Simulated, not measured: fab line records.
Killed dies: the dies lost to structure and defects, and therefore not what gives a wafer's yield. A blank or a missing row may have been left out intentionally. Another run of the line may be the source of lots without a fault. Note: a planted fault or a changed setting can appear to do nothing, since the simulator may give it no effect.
fab line records	flow n5Finfet
[record] lots = 5	wafers = 13	lastDay = 16
route steps=1938 shown DUMMY_GATE@228 SPACER0@258 SD_EPI_N@262 BEOL_M4@1111 PASSIVATION@1936
lots that met no fault: taken from a fault-free run of the same line
startH: hours from the record's opening day to when the first of the lot's shown wafers began	waitH: hours elapsed since this lot's preceding step	" same as the row above	L1.1+2: a single row standing in for several wafers	- no value, or no start was given	* or withheld: withheld	< > ~ a bound
route shown NAME@n: NAME is a module with steps in the file, n the number in the route of the first one	usual: average and standard deviation across the fault-free wafers	same: alike in all rows	chamber/n: place in a boat	sites: the reading at each site	_std_site: the values' standard deviation	_edge_site: the outer-site mean with the inner-site mean subtracted	radiusMm: for every site, how far away it sits from the centre of the wafer	mask NAME#n: copy n	behind: tool/chamber where the wafer was last shaped	hold: cause of the lot's hold/its duration in hours/its outcome	device: whichever transistor did not switch (one of n, p or np)	end of line: the same wafers' tests at the end of the route	step lacking rows: just its recipe	killed: dies lost to structure and defects at the first sort, not the wafer's yield	map: a wafer's dies, marking killed ones x, the rest . and places with no die _
set.NAME: the setting the step ran with; set.NAME@STEP: the setting that earlier step ran with	model.NAME: the simulator's own value behind a step, which no gauge read
certain route steps with their lots: each step a table, each wafer a row
services: when a tool's chamber went out of use (startH, in hours from the record's first day, below 0 if earlier), for how many hours, and the reason
[[steps]]
[step N5_DUMMY_GATE_EXPOSE_12]
[recipe] maskId = GATE	na = 0.33	sourceShape = annular	sigmaInner = 0.2	sigmaOuter = 0.6	polarization = unpolarized	targetCdNm = 25	doseMj = 34
[step N5_DUMMY_GATE_PEB_13]
[recipe] pebTempC = 100	pebTimeS = 60	resist = CAR-EUV
[step N5_DUMMY_GATE_DEVELOP_14]
[recipe] developTimeS = 30	developer = TMAH	resist = CAR-EUV	rinseLiquid = surfactantRinse	dry = airSpin	devTempC = 23
[step N5_DUMMY_GATE_DESCUM_20]
[recipe] chemistry = O2	timeS = 6.2	sourcePowerW = 50	biasPowerW = 20	pressureMtorr = 20	rfFrequencyHz = 2.712e+07	tempC = 40	resist = CAR-EUV	o2FlowSccm = 225
[step N5_DUMMY_GATE_ETCH_29]
[recipe] chemistry = N2/H2	target = underlayer	targetDepthA = 130	ionEnergyEv = 200	pressureMtorr = 30	sourceW = 840	biasW = 150	n2FlowSccm = 200	h2FlowSccm = 200
[step N5_DUMMY_GATE_ETCH_36]
[recipe] chemistry = CF4	target = SiARC	targetDepthA = 130	pressureMtorr = 40	sourceW = 545	biasW = 36	Ar_flow_sccm = 100	cf4FlowSccm = 100	ionEnergyEv = 80
[step N5_DUMMY_GATE_ETCH_37]
[recipe] chemistry = N2/H2	target = SOC	targetDepthA = 600	overetchA = 300	tempC = 40	ionEnergyEv = 200	pressureMtorr = 30	sourceW = 840	biasW = 150	n2FlowSccm = 200	h2FlowSccm = 200
[step N5_DUMMY_GATE_STRIP_38]
[recipe] chemistry = N2/H2	tempC = 40	n2FlowSccm = 200	h2FlowSccm = 200	rfFrequencyHz = 6e+07
[step N5_DUMMY_GATE_STRIP_39]
[recipe] chemistry = N2/H2	tempC = 40	n2FlowSccm = 200	h2FlowSccm = 200	rfFrequencyHz = 6e+07
[step N5_DUMMY_GATE_TRIM_49]
[recipe] chemistry = O2	resist = SOC	timeS = 29	targetCdNm = 14	sourcePowerW = 300	biasPowerW = 0	O2_flow_sccm = 100	tempC = 20
[usual] drypumpMotorCurrentA = 5.7/0.57	oesProductAu = 1.003/0.024	tempC = 20.01/0.1	throttleValvePct = 8.20/0.14
lot.wafer	tool	chamber	startH	waitH	drypumpMotorCurrentA	oesProductAu	rfHoursCounterH	tempC	throttleValvePct	model.DUMMY_GATE.cdNm
L136.2	rieSi-02	1	65.28	0.0	4.7	0.966	141	19.93	8.20	14.2
L136.3	"	2	"	"	5.3	0.959	62	20.06	8.44	13.8
L136.5	"	2	"	"	5.3	0.958	-	19.91	8.42	13.8
L146.5	rieSi-02	1	126.73	0.1	4.7	0.975	-	20.09	8.22	14
L146.6	"	0	"	"	5.9	1.313	-	20.17	8.28	9.8
L149.2	rieSi-02	0	146.62	0.0	5.9	1.018	179	20.03	8.27	13.8
L149.4	"	3	"	"	5.4	1.302	20	20.10	8.16	9.8
L149.5	"	3	"	"	5.4	1.011	-	20.11	8.18	13.8
L150.1	rieSi-06	1	149.49	0.0	5.1	1.007	71	19.81	7.99	13.4
L150.3	"	3	"	"	6.6	1.037	83	20.03	8.22	14.4
L150.6	"	3	"	"	6.6	1.043	-	20.15	8.22	13.8
L152.5	rieSi-02	1	161.42	0.1	4.7	0.977	-	20.09	8.22	14.2
L152.6	"	2	"	"	5.3	1.220	-	19.87	8.44	9.4
[step N5_DUMMY_GATE_STRIP_40]
[recipe] chemistry = CF4	resist = SiARC	powerW = 300	biasPowerW = 75	pressureMtorr = 50	cf4FlowSccm = 150	rfFrequencyHz = 6e+07
[step N5_DUMMY_GATE_CD_MEAS_50]
[recipe] targetCdNm = 14
[usual] cdNm = 13.9/0.37
lot.wafer	tool	chamber	startH	waitH	cdNm
L136.2	cdSem-03	-	65.43	0.0	14.5
L136.3	"	-	"	"	13.8
L136.5	"	-	"	"	13.5
L146.5	cdSem-03	-	126.85	0.0	14.2
L146.6	"	-	"	"	10.0
L149.2	cdSem-01	-	146.77	0.0	13.8
L149.4	"	-	"	"	9.6
L149.5	"	-	"	"	13.3
L150.1	cdSem-02	-	149.70	0.0	13.0
L150.3	"	-	"	"	14.4
L150.6	"	-	"	"	13.8
L152.5	cdSem-01	-	161.54	0.0	14.7
L152.6	"	-	"	"	9.1
[step N5_DUMMY_GATE_ETCH_31]
[recipe] chemistry = C4F6/O2	target = SiO2	maskMaterial = SOC	targetDepthA = 825	timeS = 27.5	ionEnergyEv = 250	pressureMtorr = 30	sourceW = 345	biasW = 185	Ar_flow_sccm = 300	C4F6_flow_sccm = 10	O2_flow_sccm = 10
[step N5_DUMMY_GATE_STRIP_41]
[recipe] chemistry = O2	powerW = 400	tempC = 40	pressureMtorr = 30	rfFrequencyHz = 6e+07	biasPowerW = 0	overashFraction = 0.3	o2FlowSccm = 225
[step N5_DUMMY_GATE_HM_OPEN_21]
[recipe] chemistry = CH3F/O2	target = SiNx	targetDepthA = 1200	Ar_flow_sccm = 150	CH3F_flow_sccm = 30	O2_flow_sccm = 23	timeS = 171.4	pressureMtorr = 30	sourceW = 395	biasW = 73	ionEnergyEv = 120.7
[step N5_DUMMY_GATE_ETCH_32]
[recipe] chemistry = CF4	target = SiO2	targetDepthA = 35	timeS = 3.9	ionEnergyEv = 350	pressureMtorr = 10	icpW = 800	biasW = 400	cf4FlowSccm = 80
[step N5_DUMMY_GATE_ETCH_23]
[recipe] chemistry = HBr/Cl2/O2	HBr_flow_sccm = 150	Cl2_flow_sccm = 80	O2_flow_sccm = 12	biasW = 102	targetDepthA = 410	timeS = 22.3	target = poly-Si	maskMaterial = SiO2	pressureMtorr = 10	icpW = 800
[step N5_DUMMY_GATE_ETCH_44]
[recipe] chemistry = HBr/O2	overEtchFrac = 0.7	targetDepthA = 1275	stopOn = SiO2	ionEnergyEv = 60	biasW = 20	target = poly-Si	maskMaterial = SiO2	pressureMtorr = 20	icpW = 400	HBr_flow_sccm = 120	O2_flow_sccm = 10
[step N5_DUMMY_GATE_CD_MEAS_24]
[recipe] targetCdNm = 15
[usual] cdNm = 14.9/0.38
lot.wafer	tool	chamber	startH	waitH	cdNm
L136.2	cdSem-01	-	66.08	0.1	15.1
L136.3	"	-	"	"	14.5
L136.5	"	-	"	"	15.2
L146.5	cdSem-02	-	127.34	0.0	14.6
L146.6	"	-	"	"	10.6
L149.2	cdSem-02	-	147.27	0.1	14.5
L149.4	"	-	"	"	10.8
L149.5	"	-	"	"	14.8
L150.1	cdSem-03	-	150.23	0.1	14.6
L150.3	"	-	"	"	15.2
L150.6	"	-	"	"	15.0
L152.5	cdSem-02	-	162.04	0.0	15.2
L152.6	"	-	"	"	10.1
[step N5_DUMMY_GATE_ETCH_42]
[recipe] chemistry = CHF3/O2	target = SiO2	targetDepthA = 35	timeS = 31	ionEnergyEv = 30	biasW = 12	pressureMtorr = 30	sourceW = 600	Ar_flow_sccm = 200	CHF3_flow_sccm = 50	O2_flow_sccm = 5
[usual] biasW = 12.00/0.038	drypumpMotorCurrentA = 5.6/0.37	oesProductAu = 0.75/0.072	rfVppV = 42.6/1.1	showerheadPlenumPTorr = 2.43/0.076	throttleValvePct = 18.78/0.18
lot.wafer	tool	chamber	startH	waitH	biasW	drypumpMotorCurrentA	oesProductAu	rfHoursCounterH	rfVppV	showerheadPlenumPTorr	throttleValvePct	model.DUMMY_GATE.cdNm
L136.2	rieDiel-04	3	66.13	0.0	11.96	5.4	0.94	20	42.9	2.37	18.52	15.2
L136.3	"	2	"	"	11.97	5.6	0.79	105	44.0	2.43	18.34	14.8
L136.5	"	3	"	"	11.96	5.4	0.95	-	40.7	2.37	18.52	15
L146.5	rieDiel-01	3	127.40	0.1	11.99	5.5	0.71	-	42.7	2.49	18.79	14.8
L146.6	"	2	"	"	12.03	5.5	0.72	-	43.4	2.50	18.93	10.8
L149.2	rieDiel-04	2	147.31	0.0	11.96	5.6	0.77	129	43.2	2.42	18.39	14.8
L149.4	"	1	"	"	12.09	6.5	0.73	169	41.7	2.39	18.60	10.8
L149.5	"	2	"	"	12.02	5.6	0.76	-	43.1	2.42	18.37	14.8
L150.1	rieDiel-01	1	150.28	0.0	11.94	5.6	0.73	172	42.5	2.39	18.86	14.4
L150.3	"	0	"	"	12.03	5.3	0.67	244	41.9	2.47	18.79	15.2
L150.6	"	1	"	"	11.99	5.6	0.74	-	42.9	2.39	18.86	15.2
L152.5	rieDiel-01	1	162.10	0.1	12.00	5.6	0.73	-	41.1	2.39	18.88	15.4
L152.6	"	0	"	"	11.97	5.3	0.67	-	42.7	2.47	18.79	10.4
[step N5_DUMMY_GATE_STRIP_48]
[recipe] chemistry = N2/H2	timeS = 20	powerW = 100	tempC = 40	pressureMtorr = 100	rfFrequencyHz = 6e+07	biasPowerW = 3	n2FlowSccm = 300	h2FlowSccm = 300
[step N5_DUMMY_GATE_PRECLEAN_33]
[recipe] chemistry = dHF	timeS = 10	dilution = 750:1	tempC = 25
[step N5_DUMMY_GATE_PRECLEAN_25]
[recipe] chemistry = O3/DIW	timeS = 45	tempC = 22	o3Ppm = 10
[step N5_DUMMY_GATE_PRECLEAN_51]
[recipe] chemistry = SC2	timeS = 45	tempC = 35	mix = 1:1:50
[step N5_DUMMY_GATE_SRD_26]
[recipe] dry = ipaMarangoni	timeS = 30	tempC = 23	rinseLiquid = diw
[step N5_DUMMY_GATE_UV_OZONE_45]
[recipe] timeS = 120	pressureTorr = 760	tempC = 25
[step N5_SPACER0_ALD_07]
[recipe] material = SiNx	targetThkA = 20	tempC = 400	aldPrecursorFamily = SiH2I2	aldCoReactant = N2/H2-plasma	pressureTorr = 2
[step N5_SPACER0_ALD_00]
[recipe] material = SiOCN	targetThkA = 35	tempC = 400	aldPrecursorFamily = alkyl-aminosilane	aldCoReactant = O2/N2-plasma	pulseTimeS = 3	purgeTimeS = 2	coReactantPurgeTimeS = 2	aldCycles = 58	pressureTorr = 2
[step N5_SPACER0_ALD_08]
[recipe] material = SiNx	targetThkA = 20	tempC = 400	aldPrecursorFamily = SiH2I2	aldCoReactant = N2/H2-plasma	pressureTorr = 2
[step N5_SD_EPI_N_COAT_32]
[recipe] resist = SOC	tempC = 250	timeS = 60	spinRpm = 1500	resistThkNm = 350
[step N5_SD_EPI_N_COAT_33]
[recipe] resist = SiARC	tempC = 220	timeS = 60	spinRpm = 1500	resistThkNm = 35
[step N5_SD_EPI_N_COAT_03]
[recipe] resist = CAR-ArF-block	spinRpm = 1500	resistThkNm = 150
[step N5_SD_EPI_N_EBR_05]
[recipe] solvent = PGMEA	ebrWidthMm = 1.5
[step N5_SD_EPI_N_SOFTBAKE_04]
[recipe] tempC = 110	timeS = 60	resist = CAR-ArF-block
[step N5_SD_EPI_N_EXPOSE_06]
[recipe] maskId = SD_N_BLK	na = 1.35	sourceShape = conventional	sigmaOuter = 0.8	polarization = unpolarized	targetCdNm = 120	doseMj = 39.75
[step N5_SD_EPI_N_PEB_07]
[recipe] pebTempC = 110	pebTimeS = 60	resist = CAR-ArF-block
[step N5_SD_EPI_N_DEVELOP_08]
[recipe] developTimeS = 30	developer = TMAH	resist = CAR-ArF-block	devTempC = 23	rinseLiquid = diw	dry = airSpin
[step N5_BEOL_M4_RC_MEAS_101]
[usual] DIBL_N = 36.8/2.1	DIBL_P = 37.1/2.2	IOFF_N = 0.18/0.037	IOFF_P = 0.23/0.041	ION_N = 682/13	ION_P = 467/8.6	SS_N = 71.7/0.61	SS_P = 73.5/0.6	VT_N = 248/3.4	VT_P = -249/3.5
lot.wafer	tool	chamber	startH	waitH	DIBL_N[mV/V]	DIBL_P[mV/V]	IOFF_N[nA/um]	IOFF_P[nA/um]	ION_N[uA/um]	ION_P[uA/um]	SS_N[mV/dec]	SS_P[mV/dec]	VT_N[mV]	VT_P[mV]
L136.2	prober-02	0	182.50	0.2	36.2	36.3	0.16	0.21	659	453	71.0	73.0	248	-250
L136.3	"	0	"	"	38.0	38.2	0.20	0.24	702	469	71.2	74.3	245	-247
L136.5	"	0	"	"	36.8	36.6	0.17	0.21	675	458	71.2	73.3	248	-253
L146.5	prober-01	0	256.78	0.6	39.8	37.5	0.21	0.26	697	471	72.0	73.6	245	-244
L149.2	prober-01	0	263.16	0.2	36.6	37.6	0.16	0.22	676	461	71.4	73.8	250	-249
L149.5	"	0	"	"	37.9	38.6	0.19	0.25	687	471	71.3	73.8	250	-247
L150.1	prober-02	0	264.23	0.0	37.7	38.2	0.18	0.28	679	470	72.0	74.0	248	-245
L150.3	"	0	"	"	34.7	32.9	0.13	0.18	665	456	71.1	73.3	250	-251
L150.6	"	0	"	"	36.5	35.6	0.16	0.23	658	463	71.5	73.6	253	-246
L152.5	prober-02	0	282.37	0.6	35.1	35.6	0.16	0.21	684	466	71.7	73.9	248	-249
[step N5_PASSIVATION_PROBE_49]
[usual] defectLimitedYield = 91.0/1.4	killed_at_M0_to_M3 = 35/10	killed_at_M4_up = 13/6	killedAtContacts = 13/6.4	killedAtFrontEnd = 42/12	killedAtOther = 3.2/2.4	killedDies = 107/17	killedOnRim = 15/4.1	killedOpen = 69/13	killedShort = 33/7.3	sort_bin_4_leakage = 0.00/0.022	sort_bin_5_function = 5.3/0.92	sort_bin_6_memory = 3.3/0.66	sortNPass = 1073/17	sortYieldPct = 90.9/1.4
[same] grossDies = 1180	killedAtBackSide = 0	sort_bin_8_speed[%] = 0
lot.wafer	tool	chamber	startH	waitH	defectLimitedYield[%]	killed_at_M0_to_M3	killed_at_M4_up	killedAtContacts	killedAtFrontEnd	killedAtOther	killedDies	killedOnRim	killedOpen	killedShort	sort_bin_4_leakage[%]	sort_bin_5_function[%]	sort_bin_6_memory[%]	sortNPass	sortYieldPct[%]
L136.2	prober-01	-	283.28	0.1	92.1	27	18	8	38	2	93	13	57	32	0	4.4	3.5	1087	92.1
L136.3	prober-01	-	283.33	0.1	92.1	38	11	4	38	2	93	14	47	43	0	4.5	3.1	1087	92.1
L136.5	prober-01	-	283.43	0.2	90.8	23	28	3	52	2	108	17	76	30	0	4.8	4.2	1072	90.8
L149.2	prober-01	-	369.01	0.1	90.3	37	17	21	28	11	114	15	83	27	0	5.1	4.2	1066	90.3
L149.4	prober-01	-	369.11	0.2	0.2	49	9	9	1110	1	1178	151	78	32	0.08	96.1	3.5	1	0.1
L149.5	prober-01	-	369.16	0.2	91.2	42	11	22	27	2	104	15	61	34	0	5.0	3.2	1076	91.2
L150.1	prober-01	-	369.26	0.3	91.2	32	10	7	55	0	104	13	64	36	0	4.8	3.6	1076	91.2
L150.3	prober-01	-	369.36	0.4	92.7	40	14	1	28	3	86	11	62	22	0	4.7	2.5	1094	92.7
L150.6	prober-01	-	369.51	0.6	92.9	29	10	7	34	4	84	9	55	23	0	4.2	2.3	1096	92.9
L146.6	prober-02	-	369.51	0.6	0.2	30	15	7	1126	0	1178	150	63	25	0.17	97.0	2.7	0	0
L152.5	prober-02	-	392.24	0.2	89.7	39	9	7	63	3	121	16	82	37	0	6.4	3.5	1059	89.7
L152.6	prober-02	-	392.29	0.3	0	40	6	9	1123	2	1180	152	78	35	0	96.4	3.1	0	0
// killed by level:class
L136.2 STI_FIN_REVEAL:geometricParticle:open=10 FIN_SAQP:geometricParticle:short=6 BEOL_M4:geometricParticle:open=6 BEOL_M0_SAQP:geometricParticle:open=5 BEOL_M1:geometricParticle:open=5 MOL_CONTACT_COAG:geometricParticle:open=4 BEOL_M2:geometricParticle:open=4 BEOL_M3:geometricParticle:open=4
L136.3 FIN_SAQP:geometricParticle:short=8 BEOL_M0_SAQP:geometricParticle:open=8 BEOL_M0_SAQP:geometricParticle:short=8 GATE_CUT:geometricParticle:short=6 BEOL_M3:geometricParticle:open=6 STI_FIN_REVEAL:geometricParticle:open=5 BEOL_M4:geometricParticle:open=5 STI_FIN_REVEAL:geometricParticle:short=4
L136.5 BEOL_M4:geometricParticle:open=17 FIN_SAQP:geometricParticle:open=12 GATE_CUT:geometricParticle:short=11 BEOL_M0_SAQP:geometricParticle:open=10 STI_FIN_REVEAL:geometricParticle:open=6 GATE_CUT:geometricParticle:open=6 DUMMY_GATE:geometricParticle:open=4 STARTING-WAFER:geometricParticle:short=4
L149.2 MOL_CONTACT_COAG:geometricParticle:open=17 BEOL_M2:geometricParticle:open=14 BEOL_M3:geometricParticle:open=12 BEOL_M5:geometricParticle:open=6 FIN_SAQP:geometricParticle:open=4 DUMMY_GATE:geometricParticle:open=4 MIM_TOP:geometricParticle:open=4 FIN_SAQP:geometricParticle:short=3
L149.4 DUMMY_GATE:areaTrim=1068 BEOL_M2:geometricParticle:open=17 STI_FIN_REVEAL:geometricParticle:open=13 BEOL_M0_SAQP:geometricParticle:open=8 GATE_CUT:geometricParticle:short=7 BEOL_M0_SAQP:geometricParticle:short=7 MOL_CONTACT_COAG:geometricParticle:open=6 BEOL_M1:geometricParticle:open=6
L149.5 MOL_CONTACT_COAG:geometricParticle:open=13 BEOL_M0_SAQP:geometricParticle:open=13 BEOL_M2:geometricParticle:open=12 BEOL_M0_SAQP:geometricParticle:short=9 MOL_CONTACT_COAG:geometricParticle:short=7 HKMG_FIN:areaEtch=6 GATE_CUT:geometricParticle:short=5 FIN_SAQP:geometricParticle:short=3
L150.1 BEOL_M2:geometricParticle:open=10 FIN_SAQP:geometricParticle:open=8 FIN_SAQP:geometricParticle:short=8 ILD0:geometricParticle:short=8 STI_FIN_REVEAL:geometricParticle:open=7 STARTING-WAFER:geometricParticle:short=7 BEOL_M0_SAQP:geometricParticle:short=7 MOL_CONTACT_COAG:geometricParticle:open=5
L150.3 BEOL_M2:geometricParticle:open=14 BEOL_M4:geometricParticle:open=8 FIN_SAQP:geometricParticle:short=7 BEOL_M0_SAQP:geometricParticle:open=7 BEOL_M3:geometricParticle:open=7 FIN_SAQP:geometricParticle:open=6 STI_FIN_REVEAL:geometricParticle:open=5 BEOL_M1:geometricParticle:open=5
L146.6 DUMMY_GATE:areaTrim=1090 STI_FIN_REVEAL:geometricParticle:open=13 BEOL_M4:geometricParticle:open=13 MOL_CONTACT_COAG:geometricParticle:open=7 BEOL_M2:geometricParticle:open=7 DUMMY_GATE:geometricParticle:open=5 BEOL_M0_SAQP:geometricParticle:open=5 BEOL_M1:geometricParticle:open=5
L150.6 BEOL_M2:geometricParticle:open=9 MOL_CONTACT_COAG:geometricParticle:open=6 BEOL_M0_SAQP:geometricParticle:short=6 ILD0:geometricParticle:open=5 BEOL_M0_SAQP:geometricParticle:open=5 GATE_CUT:geometricParticle:short=4 BEOL_M5:geometricParticle:open=4 STI_FIN_REVEAL:geometricParticle:open=3
L152.5 STI_FIN_REVEAL:geometricParticle:open=16 BEOL_M0_SAQP:geometricParticle:open=11 FIN_SAQP:geometricParticle:open=9 FIN_SAQP:geometricParticle:short=7 MOL_CONTACT_COAG:geometricParticle:open=7 BEOL_M0_SAQP:geometricParticle:short=7 BEOL_M1:geometricParticle:open=7 DUMMY_GATE:geometricParticle:open=6
L152.6 DUMMY_GATE:areaTrim=1067 BEOL_M3:geometricParticle:open=16 STI_FIN_REVEAL:geometricParticle:open=13 FIN_SAQP:geometricParticle:open=12 BEOL_M0_SAQP:geometricParticle:open=10 BEOL_M0_SAQP:geometricParticle:short=6 DUMMY_GATE:geometricParticle:open=5 MOL_CONTACT_COAG:geometricParticle:open=5
// map L146.6 (x killed, . not)
_________________xxxxxxxxxxxx________________
______________xxxxxxxxxxxxxxxxxx_____________
___________xxxxxxxxxxxxxxxxxxxxxxxx__________
__________xxxxxxxxxxxxxxxxxxxxxxxxxx_________
________xxxxxxxxxxxxxxxxxxxxxxxxxxxxxx_______
_______xxxxxxxxxxxxxxxxxxxxxxxxxxxxxxxx______
______xxxxxxxxxxxxxxxxxxxxxxxxxxxxxxxxxx_____
_____xxxxxxxxxxxxxxxxxxxxxxxxxxxxxxxxxx.x____
____xxxxxxxxxxxxxxxxxxxxxxxxxxxxxxxxxxxxxx___
___xxxxxxxxxxxxxxxxxxxxxxxxxxxxxxxxxxxxxxxx__
___xxxxxxxxxxxxxxxxxxxxxxxxxxxxxxxxxxxxxxxx__
__xxxxxxxxxxxxxxxxxxxxxxxxxxxxxxxxxxxxxxxxxx_
__xxxxxxxxxxxxxxxxxxxxxxxxxxxxxxxxxxxxxxxxx._
_xxxxxxxxxxxxxxxxxxxxxxxxxxxxxxxxxxxxxxxxxxxx
_xxxxxxxxxxxxxxxxxxxxxxxxxxxxxxxxxxxxxxxxxxxx
_xxxxxxxxxxxxxxxxxxxxxxxxxxxxxxxxxxxxxxxxxxxx
_xxxxxxxxxxxxxxxxxxxxxxxxxxxxxxxxxxxxxxxxxxxx
_xxxxxxxxxxxxxxxxxxxxxxxxxxxxxxxxxxxxxxxxxxxx
_xxxxxxxxxxxxxxxxxxxxxxxxxxxxxxxxxxxxxxxxxxxx
_xxxxxxxxxxxxxxxxxxxxxxxxxxxxxxxxxxxxxxxxxxxx
_xxxxxxxxxxxxxxxxxxxxxxxxxxxxxxxxxxxxxxxxxxxx
__xxxxxxxxxxxxxxxxxxxxxxxxxxxxxxxxxxxxxxxxxx_
__xxxxxxxxxxxxxxxxxxxxxxxxxxxxxxxxxxxxxxxxxx_
___xxxxxxxxxxxxxxxxxxxxxxxxxxxxxxxxxxxxxxxx__
___xxxxxxxxxxxxxxxxxxxxxxxxxxxxxxxxxxxxxxxx__
____xxxxxxxxxxxxxxxxxxxxxxxxxxxxxxxxxxxxxx___
_____xxxxxxxxxxxxxxxxxxxxxxxxxxxxxxxxxxxx____
______xxxxxxxxxxxxxxxxxxxxxxxxxxxxxxxxxx_____
_______xxxxxxxxxxxxxxxxxxxxxxxxxxxxxxxx______
________xxxxxxxxxxxxxxxxxxxxxxxxxxxxxx_______
__________xxxxxxxxxxxxxxxxxxxxxxxxxx_________
___________xxxxxxxxxxxxxxxxxxxxxxxx__________
______________xxxxxxxxxxxxxxxxxx_____________
_________________xxxxxxxxxxxx________________
// map L149.4 (x killed, . not)
_________________xxxxxxxxxxxx________________
______________xxxxxxxxxxxxxxxxxx_____________
___________xxxxxxxxxxxxxxxxxxxxxxxx__________
__________xxxxxxxxxxxxxxxxxxxxxxxxxx_________
________xxxxxxxxxxxxxxxxxxxxxxxxxxxxxx_______
_______xxxxxxxxxxxxxxxxxxxxxxxxxxxxxxxx______
______xxxxxxxxxxxxxxxxxxxxxxxxxxxxxxxxxx_____
_____xxxxxxxxxxxxxxxxxxxxxxxxxxxxxxxxxxxx____
____xxxxxxxxxxxxxxxxxxxxxxxxxxxxxxxxxxxxxx___
___xxxxxxxxxxxxxxxxxxxxxxxxxxxxxxxxxxxxxxxx__
___xxxxxxxxxxxxxxxxxxxxxxxxxxxxxxxxxxxxxxx.__
__xxxxxxxxxxxxxxxxxxxxxxxxxxxxxxxxxxxxxxxxxx_
__xxxxxxxxxxxxxxxxxxxxxxxxxxxxxxxxxxxxxxxxxx_
_xxxxxxxxxxxxxxxxxxxxxxxxxxxxxxxxxxxxxxxxxxxx
_xxxxxxxxxxxxxxxxxxxxxxxxxxxxxxxxxxxxxxxxxxxx
_xxxxxxxxxxxxxxxxxxxxxxxxxxxxxxxxxxxxxxxxxxxx
_xxxxxxxxxxxxxxxxxxxxxxxxxxxxxxxxxxxxxxxxxxxx
_xxxxxxxxxxxxxxxxxxxxxxxxxxxxxxxxxxxxxxxxxxxx
_xxxxxxxxxxxxxxxxxxxxxxxxxxxxxxxxxxxxxxxxxxxx
_xxxxxxxxxxxxxxxxxxxxxxxxxxxxxxxxxxxxxxxxxxxx
_xxxxxxxxxxxxxxxxxxxxxxxxxxxxxxxxxxxxxxxxxxxx
__xxxxxxxxxxxxxxxxxxxxxxxxxxxxxxxxxxxxxxxxxx_
__xxxxxxxxxxxxxxxxxxxxxxxxxxxxxxxxxxxxxxxxxx_
___xxxxxxxxxxxxxxxxxxxxxxxxxxxxxxxxxxxxxxxx__
___xxxxxxxxxxxxxxxxxxxxxxxxxxxxxxxxxxxxxxxx__
____xxxxxxxxxxxxxxxxxxxxxxxxxxxxxxxxxxxxxx___
_____xx.xxxxxxxxxxxxxxxxxxxxxxxxxxxxxxxxx____
______xxxxxxxxxxxxxxxxxxxxxxxxxxxxxxxxxx_____
_______xxxxxxxxxxxxxxxxxxxxxxxxxxxxxxxx______
________xxxxxxxxxxxxxxxxxxxxxxxxxxxxxx_______
__________xxxxxxxxxxxxxxxxxxxxxxxxxx_________
___________xxxxxxxxxxxxxxxxxxxxxxxx__________
______________xxxxxxxxxxxxxxxxxx_____________
_________________xxxxxxxxxxxx________________
[[services]]
tool	chamber	startH	hours	kind
rieDiel-04	1	58.87	9.6	repair
rieDiel-04	2	80.40	5.7	repair
rieDiel-01	-	98.69	2.8	pm
rieDiel-01	1	103.37	4.6	repair
rieSi-02	-	106.70	0.2	repair
rieDiel-04	0	115.51	14.2	repair
rieSi-06	2	121.47	3.3	repair
rieDiel-04	1	160.42	8.4	repair
rieDiel-04	-	161.90	4.3	pm
[[key]]
[firstSign] step = N5_DUMMY_GATE_TRIM_49	reading = oesProductAu	direction = up	sigmas = 11	usual = 1.003	struck = 1.278
[effect] step = N5_DUMMY_GATE_CD_MEAS_50	reading = cdNm	direction = down	sigmas = 12	usual = 13.9	struck = 9.6
[effect] step = N5_DUMMY_GATE_CD_MEAS_24	reading = cdNm	direction = down	sigmas = 12	usual = 14.9	struck = 10.5
[effect] step = N5_PASSIVATION_PROBE_49	reading = sort_bin_5_function	direction = up	sigmas = 99	usual = 5.3	struck = 96.5
[modelEffect] step = N5_DUMMY_GATE_TRIM_49	value = DUMMY_GATE.cdNm	without = 13.8	struck = 9.667
[modelEffect] step = N5_DUMMY_GATE_ETCH_42	value = DUMMY_GATE.cdNm	without = 14.8	struck = 10.67
[moreKillsBornAt] N5_DUMMY_GATE_TRIM_49@rieSi-02 = 3225
metAt N5_DUMMY_GATE_TRIM_49
struckWafers L146.6,L149.4,L152.6
laterRowsLeftOut L146.6,L149.4,L152.6
onsetBetween 65.28 126.73
[fault] kind = processParameterDrift	tool = rieSi-02	chamber = -	onsetH = 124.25	steps = N5_DUMMY_GATE_TRIM_49	channel = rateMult	offset = 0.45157	shape = step	endH = 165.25	scope = struckWafersOnly
// laterRowsLeftOut: the simulator's readings of these wafers behind a module that went badly wrong aren't trusted and aren't shown, but for the sort
